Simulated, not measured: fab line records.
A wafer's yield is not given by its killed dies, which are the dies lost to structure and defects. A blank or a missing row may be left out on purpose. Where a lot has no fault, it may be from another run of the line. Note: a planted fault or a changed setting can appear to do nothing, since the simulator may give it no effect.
Matching of chambers	flow nand-harc	rie-diel-05 running NHARC_A_CONTACT_DESCUM_47: 4 sister chambers
The step chemistry O2, time 3 s. 14 wafers are shown with their chamber, then 7 later ones without.

WAFERS, EACH WITH ITS CHAMBER
wafer	chamber	drypump-motor-current-A (A)	showerhead-plenum-p-Torr (Torr)	oes-product-au (a.u.)
L074.1	0	5.9	1.78	0.996
L074.4	3	6.3	2.01	0.997
L074.6	2	4.7	1.89	0.987
L079.3	2	4.7	1.89	0.988
L079.4	0	5.8	1.78	0.996
L079.5	1	5.3	1.97	1.002
L082.3	1	5.3	1.97	1.010
L082.4	0	5.9	1.78	0.995
L082.6	0	5.9	1.78	0.998
L084.2	3	6.3	2.00	0.998
L084.3	1	5.3	1.96	1.010
L084.5	2	4.7	1.88	0.991
L086.1	3	6.3	2.00	0.989
L086.3	1	5.3	1.96	0.993

SIGNATURES (means of the wafers above)
reading	chamber 0	chamber 1	chamber 2	chamber 3	scatter within a chamber
drypump-motor-current-A	5.875	5.300	4.700	6.300	0.0274
showerhead-plenum-p-Torr	1.7800	1.9650	1.8867	2.0033	0.00483
oes-product-au	0.99625	1.00375	0.98867	0.99467	0.00509
Rule: a wafer lies at a distance from a chamber equal to the root of the sum of squares, over the readings, of (its reading less the chamber's mean, divided by the reading's scatter). The wafer belongs to the nearest chamber; if the next one is less than 2 further off, it can't be placed. How the scatter is found: for the shown wafers, subtract from each reading the mean of its chamber, square and add these, divide the total by (wafers less chambers), then take the root.

WAFERS WHOSE CHAMBER IS MISSING
wafer	drypump-motor-current-A (A)	showerhead-plenum-p-Torr (Torr)	oes-product-au (a.u.)
L086.4	5.9	1.78	0.997
L087.1	6.3	2.00	0.994
L087.2	5.3	1.96	0.997
L087.4	5.9	1.77	1.001
L091.1	6.4	1.99	1.004
L091.3	5.8	1.77	1.009
L091.6	5.3	1.95	0.998

WHICH CHAMBER EACH WENT THROUGH
wafer	from the rows above	in truth
L086.4	0	0
L087.1	3	3
L087.2	1	1
L087.4	0	0
L091.1	3	3
L091.3	0	0
L091.6	1	1
7 of 7 placed correctly. From these rows, 0 cannot be placed. Wrongly placed: 0.
